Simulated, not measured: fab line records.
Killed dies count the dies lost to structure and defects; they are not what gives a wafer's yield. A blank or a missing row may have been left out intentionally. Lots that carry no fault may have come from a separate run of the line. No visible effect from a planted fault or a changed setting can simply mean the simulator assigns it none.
The same fault as seen by 3 desks :: flow n5Finfet :: each desk holds nothing but its own numbers, with what lay behind them at the end

## THE DEFECT DESK
Counts from the inspections along the route, per lot, as means over the sampled wafers that have a number. Any lot whose mean is over 4 standard deviations away from the usual mean is out of limits and marked OUT; that distance is given in the brackets.
Columns: A = rawDefectCount at N5_HKMG_FIN_INSPECT_28, usual 38
lot: L118
first seen here: day 5 02:01
A: 23

lot: L125
first seen here: day 6 21:42
A: 27

lot: L126
first seen here: day 7 04:06
A: 35

lot: L127
first seen here: day 7 09:43
A: 39

lot: L128
first seen here: day 7 15:14
A: 41

lot: L136
first seen here: day 9 11:02
A: 38

lot: L137
first seen here: day 9 22:44
A: 31
Result from this desk: across the 7 lots, nothing is out of limits.

## DESK OF THE TOOL OWNER: rieDiel-04
The tool's own readings at N5_GATE_CUT_ETCH_58 (etches SiNx in CH3F/O2, target depth 17 nm, time 128.6 s): means of the sampled wafers that have a number, for each lot that ran on this tool. Any lot whose mean is over 4 standard deviations away from the usual mean is out of limits and marked OUT; that distance is given in the brackets.
Columns: A = CH3F_flow_sccm at N5_GATE_CUT_ETCH_58, usual 29.99 sccm; B = drypumpMotorCurrentA at N5_GATE_CUT_ETCH_58, usual 5.9 A; C = oesProductAu at N5_GATE_CUT_ETCH_58, usual 0.75 a.u.; D = rfVppV at N5_GATE_CUT_ETCH_58, usual 99.3 V; E = showerheadPlenumPTorr at N5_GATE_CUT_ETCH_58, usual 2.04 Torr; F = throttleValvePct at N5_GATE_CUT_ETCH_58, usual 16.40 %
lot: L125
first seen here: day 6 22:02
A: 30.01
B: 5.8
C: 0.79
D: 98.9
E: 2.04
F: 16.08

lot: L126
first seen here: day 7 04:26
A: 29.97
B: 6.3
C: 0.71
D: 99.7
E: 2.11
F: 16.39

lot: L127
first seen here: day 7 10:13
A: 29.98
B: 6.2
C: 0.78
D: 99.8
E: 2.06
F: 16.10

lot: L137
first seen here: day 9 23:04
A: 29.94
B: 5.9
C: 0.79
D: 99.5
E: 2.04
F: 16.13
Result from this desk: across the 4 lots, nothing is out of limits.

## AT THE METROLOGY DESK
What the gauges read for every lot (on any tool): the sampled wafers with a number, averaged. Any lot whose mean is over 4 standard deviations away from the usual mean is out of limits and marked OUT; that distance is given in the brackets. Only the readings that lie furthest out on some lot appear, 7 of the 10 it has.
Columns: A = DIBL_N at N5_BEOL_M4_RC_MEAS_101, usual 36.3 mV/V; B = IOFF_N at N5_BEOL_M4_RC_MEAS_101, usual 0.16 nA/um; C = IOFF_P at N5_BEOL_M4_RC_MEAS_101, usual 0.22 nA/um; D = ION_P at N5_BEOL_M4_RC_MEAS_101, usual 466 uA/um; E = SS_N at N5_BEOL_M4_RC_MEAS_101, usual 71.5 mV/dec; F = SS_P at N5_BEOL_M4_RC_MEAS_101, usual 73.2 mV/dec; G = VT_N at N5_BEOL_M4_RC_MEAS_101, usual 249 mV
lot: L118
first seen here: day 9 09:29
A: 37.6
B: 0.17
C: 0.22
D: 459
E: 72.4
F: 73.5
G: 250

lot: L125
first seen here: day 10 20:57
A: 37.9
B: 0.16
C: 0.21
D: 466
E: 71.5
F: 73.1
G: 250

lot: L127
first seen here: day 11 08:59
A: 35.5
B: 0.14
C: 0.21
D: 464
E: 71.3
F: 73.0
G: 253

lot: L126
first seen here: day 11 09:11
A: 36.8
B: 0.18
C: 0.24
D: 466
E: 71.4
F: 73.5
G: 247

lot: L128
first seen here: day 12 00:03
A: 37.7
B: 0.17
C: 0.24
D: 470
E: 72.3
F: 73.9
G: 249

lot: L136
first seen here: day 13 19:50
A: 34.0
B: 0.13
C: 0.18
D: 464
E: 70.8
F: 72.6
G: 253

lot: L137
first seen here: day 14 04:18
A: 35.4
B: 0.15
C: 0.23
D: 476
E: 71.5
F: 73.1
G: 250
Result from this desk: across the 7 lots, nothing is out of limits.

## BROUGHT TOGETHER
The defect desk saw nothing out of limits.
The desk of the tool owner found nothing out of limits.
Nothing out of limits was seen by the metrology desk.

## WHAT THE SIMULATOR HAD PUT IN
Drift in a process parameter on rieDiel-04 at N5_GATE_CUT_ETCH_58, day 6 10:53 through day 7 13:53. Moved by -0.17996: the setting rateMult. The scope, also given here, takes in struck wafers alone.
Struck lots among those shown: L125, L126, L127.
